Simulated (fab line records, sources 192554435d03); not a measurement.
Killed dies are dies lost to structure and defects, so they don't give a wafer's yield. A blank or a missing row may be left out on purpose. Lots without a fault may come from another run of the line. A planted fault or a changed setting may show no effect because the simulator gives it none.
Split-lot experiment | flow n5_finfet | 7 lots, 39 wafers read, on a route of 1938 steps

THE SPLIT
At N5_MOL_CONTACT_COAG_ETCH_91 (etches SOC in N2/H2, target depth 60 nm, overetch 21 nm, time 101.2 s), the setting target_depth_a was moved away from the recipe's 600 angstrom on 12 of the 39 wafers read, by -54.9% to +25.5%. The other wafers ran this setting at the recipe's value.

FROM THE SPLIT TO THE READING: what the file shows between them, 10 steps
- N5_MOL_CONTACT_COAG_STRIP_92: strips in N2/H2
- N5_MOL_CONTACT_COAG_STRIP_93: strips in N2/H2
- N5_MOL_CONTACT_COAG_VIA_ETCH_46: etches SiO2 in C4F6/O2, target depth 46 nm, overetch 9.2 nm, time 40 s
- N5_MOL_CONTACT_COAG_STRIP_96: strips in N2/H2
- N5_MOL_CONTACT_COAG_ETCH_47: etches SiNx in CH3F/O2, stops on W, target depth 27 nm
- N5_MOL_CONTACT_COAG_STRIP_119: strips in N2/H2, time 30 s
- N5_MOL_CONTACT_COAG_PRECLEAN_144: cleans in alkaline clean, time 60 s
- N5_MOL_CONTACT_COAG_STRIP_120: strips in CHF3
- N5_MOL_CONTACT_COAG_VIA_ETCH_117: etches SiO2 in C4F6/O2, target depth 40 nm, overetch 8 nm, time 26 s
- N5_MOL_CONTACT_COAG_ETCH_124: etches SiNx in CH3F/O2, stops on SiOC, target depth 6.5 nm

THE READING
oes_product_au, in a.u., at N5_MOL_CONTACT_COAG_ETCH_48 (etches SiOC in C4F6/O2, target depth 15 nm, overetch 4.5 nm, time 17 s). Fault-free wafers of this fab line usually give 0.64 a.u., standard deviation 0.043 a.u..

wafer  | tool, chamber at the split | target_depth_a as run, angstrom | against the recipe | oes_product_au, a.u. | against lot-mates on the recipe
L077.1 | rie_diel-06, 0             | 270.4                           | -54.9%             | 0.27                 | -0.35
L077.2 | rie_diel-06, 2             | 270.4                           | -54.9%             | 0.27                 | -0.35
L077.3 | rie_diel-06, 3             | 600                             | recipe             | 0.61                 | -
L077.4 | rie_diel-06, 1             | 270.4                           | -54.9%             | 0.27                 | -0.35
L077.5 | rie_diel-06, 2             | 600                             | recipe             | 0.63                 | -
L077.6 | rie_diel-06, 3             | 600                             | recipe             | 0.62                 | -
L078.1 | rie_diel-06, 1             | 600                             | recipe             | 0.74                 | -
L078.2 | rie_diel-06, 0             | 600                             | recipe             | 0.59                 | -
L078.3 | rie_diel-06, 3             | 279.2                           | -53.5%             | 0.33                 | -0.31
L078.4 | rie_diel-06, 0             | 279.2                           | -53.5%             | 0.30                 | -0.34
L078.5 | rie_diel-06, 1             | 600                             | recipe             | 0.60                 | -
L078.6 | rie_diel-06, 3             | 279.2                           | -53.5%             | 0.30                 | -0.34
L080.2 | rie_diel-02, 0             | 600                             | recipe             | 0.61                 | -
L080.3 | rie_diel-02, 2             | 600                             | recipe             | 0.71                 | -
L080.4 | rie_diel-02, 3             | 600                             | recipe             | 0.71                 | -
L082.1 | rie_diel-02, 3             | 600                             | recipe             | 0.64                 | -
L082.2 | rie_diel-02, 1             | 600                             | recipe             | 0.65                 | -
L082.3 | rie_diel-02, 2             | 600                             | recipe             | 0.61                 | -
L082.4 | rie_diel-02, 0             | 600                             | recipe             | 0.61                 | -
L082.5 | rie_diel-02, 3             | 600                             | recipe             | 0.63                 | -
L082.6 | rie_diel-02, 0             | 600                             | recipe             | 0.63                 | -
L089.1 | rie_diel-05, 3             | 752.8                           | +25.5%             | 0.64                 | +0.03
L089.2 | rie_diel-05, 1             | 600                             | recipe             | 0.60                 | -
L089.3 | rie_diel-05, 2             | 752.8                           | +25.5%             | 0.58                 | -0.03
L089.4 | rie_diel-05, 0             | 752.8                           | +25.5%             | 0.61                 | +0.00
L089.5 | rie_diel-05, 1             | 600                             | recipe             | 0.58                 | -
L089.6 | rie_diel-05, 0             | 600                             | recipe             | 0.66                 | -
L093.1 | rie_diel-05, 2             | 600                             | recipe             | 0.59                 | -
L093.2 | rie_diel-05, 3             | 600                             | recipe             | 0.64                 | -
L093.3 | rie_diel-05, 1             | 600                             | recipe             | 0.59                 | -
L093.4 | rie_diel-05, 0             | 600                             | recipe             | 0.59                 | -
L093.5 | rie_diel-05, 1             | 600                             | recipe             | 0.58                 | -
L093.6 | rie_diel-05, 2             | 600                             | recipe             | 0.57                 | -
L097.1 | rie_diel-02, 0             | 383.2                           | -36.1%             | 0.50                 | -0.09
L097.2 | rie_diel-02, 3             | 383.2                           | -36.1%             | 0.54                 | -0.05
L097.3 | rie_diel-02, 1             | 600                             | recipe             | 0.58                 | -
L097.4 | rie_diel-02, 2             | 383.2                           | -36.1%             | 0.35                 | -0.24
L097.5 | rie_diel-02, 3             | 600                             | recipe             | 0.62                 | -
L097.6 | rie_diel-02, 0             | 600                             | recipe             | 0.57                 | -

THE FIT
A straight line over all 39 wafers: oes_product_au changes by +0.005 a.u. for each +1% of target_depth_a; r = +0.88; the points scatter about the line by 0.062 a.u..
The same after taking each lot's own level away (the mean of its wafers on the recipe; 39 wafers): +0.00506 a.u. for each +1%; r = +0.89; scatter 0.06 a.u..
On that fit, the largest move of target_depth_a shifts the reading by 0.28 a.u..
The lots' own levels span 0.590 to 0.677 a.u., that is 2.0 times the standard deviation above.
So the lot-to-lot level changes the slope little: the two slopes agree.
Check: with one of the wafers moved furthest among these (-54.9%) left out of the fit, the line predicts -0.286 a.u. for it against its lot-mates. It came out at -0.35 a.u. against them.

THE WHOLE CHAIN: every reading that the file lists as answering this split, in the file's order
step                         | what it does                                                           | reading                                                                                   | change (the file's fit)                   | r (the file's)
N5_MOL_CONTACT_COAG_ETCH_91  | etches SOC in N2/H2, target depth 60 nm, overetch 21 nm, time 101.2 s  | etch.depth_nm (the simulator's own value, which no gauge read)                            | +0.181 nm for each +1% of the setting     | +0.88
N5_MOL_CONTACT_COAG_ETCH_91  | etches SOC in N2/H2, target depth 60 nm, overetch 21 nm, time 101.2 s  | SiARC_of_MOL_CONTACT_COAG_COAT_76.thk_nm (the simulator's own value, which no gauge read) | -0.0311 nm for each +1% of the setting    | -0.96
N5_MOL_CONTACT_COAG_ETCH_47  | etches SiNx in CH3F/O2, stops on W, target depth 27 nm                 | etch_rf_on_time_s                                                                         | withheld for each +1% of the setting      | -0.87
N5_MOL_CONTACT_COAG_ETCH_47  | etches SiNx in CH3F/O2, stops on W, target depth 27 nm                 | oes_product_au                                                                            | +0.00597 a.u. for each +1% of the setting | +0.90
N5_MOL_CONTACT_COAG_ETCH_47  | etches SiNx in CH3F/O2, stops on W, target depth 27 nm                 | etch.over_etch_s (the simulator's own value, which no gauge read)                         | +0.0725 s for each +1% of the setting     | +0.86
N5_MOL_CONTACT_COAG_ETCH_124 | etches SiNx in CH3F/O2, stops on SiOC, target depth 6.5 nm             | oes_product_au                                                                            | +0.00537 a.u. for each +1% of the setting | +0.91
N5_MOL_CONTACT_COAG_ETCH_48  | etches SiOC in C4F6/O2, target depth 15 nm, overetch 4.5 nm, time 17 s | oes_product_au                                                                            | +0.00525 a.u. for each +1% of the setting | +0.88

THE FILE'S OWN FIT
oes_product_au changes by +0.00525 a.u. for each +1% of target_depth_a, r = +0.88.
